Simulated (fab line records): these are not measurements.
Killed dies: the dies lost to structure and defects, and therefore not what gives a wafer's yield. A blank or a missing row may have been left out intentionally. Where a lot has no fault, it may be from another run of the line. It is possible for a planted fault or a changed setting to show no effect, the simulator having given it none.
Matching of chambers | flow n5Finfet | 4 sister chambers for N5_FIN_SAQP_MANDREL_ETCH_58 on rieSi-03
The step etches a-Si in HBr/Cl2, stops on SiNx, target depth 45 nm, bt time 10 s, time 27 s. 8 wafers are shown with their chamber, then 7 later ones without.

== WAFERS PAIRED WITH THEIR CHAMBERS ==
wafer  | chamber | drypumpMotorCurrentA (A) | oesProductAu (a.u.)
L076.2 | 2       | 6.5                      | 0.694
L080.2 | 2       | 6.5                      | 0.685
L080.3 | 3       | 6.5                      | 0.690
L084.4 | 3       | 6.4                      | 0.696
L084.5 | 1       | 6.3                      | 0.699
L084.6 | 0       | 5.0                      | 0.719
L090.1 | 1       | 6.3                      | 0.707
L090.4 | 0       | 5.0                      | 0.717

== WAFERS WITHOUT THEIR CHAMBER ==
wafer  | drypumpMotorCurrentA (A) | oesProductAu (a.u.)
L090.5 | 6.3                      | 0.708
L094.2 | 6.5                      | 0.683
L094.4 | 6.5                      | 0.725
L094.5 | 5.0                      | 0.713
L097.2 | 5.0                      | 0.711
L097.4 | 6.5                      | 0.714
L097.6 | 6.3                      | 0.690

== EACH ONE'S CHAMBER ==
wafer  | from the rows above          | in truth
L090.5 | 1                            | 1
L094.2 | can't be placed: 2 or 3      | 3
L094.4 | can't be placed: 3 or 1 or 2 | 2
L094.5 | 0                            | 0
L097.2 | 0                            | 0
L097.4 | can't be placed: 3 or 2 or 1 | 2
L097.6 | can't be placed: 1 or 3      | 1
Placed correctly: 3 of 7. Cannot be placed on the basis of these rows: 4; the candidates contain the true chamber in 4. Placed wrongly: 0.
How it was worked out, from the rows above alone: a wafer's distance from a chamber is the root of the sum, over the readings, of the square of ((its reading less the chamber's mean) divided by the reading's scatter). If the next closest chamber is less than 2 further off than the closest, the wafer can't be placed; otherwise it belongs to the closest. A chamber's mean is the mean of its shown wafers. The scatter: take each reading less its chamber's mean, square it, sum over the shown wafers, divide by the number of wafers less the number of chambers, and take the root.
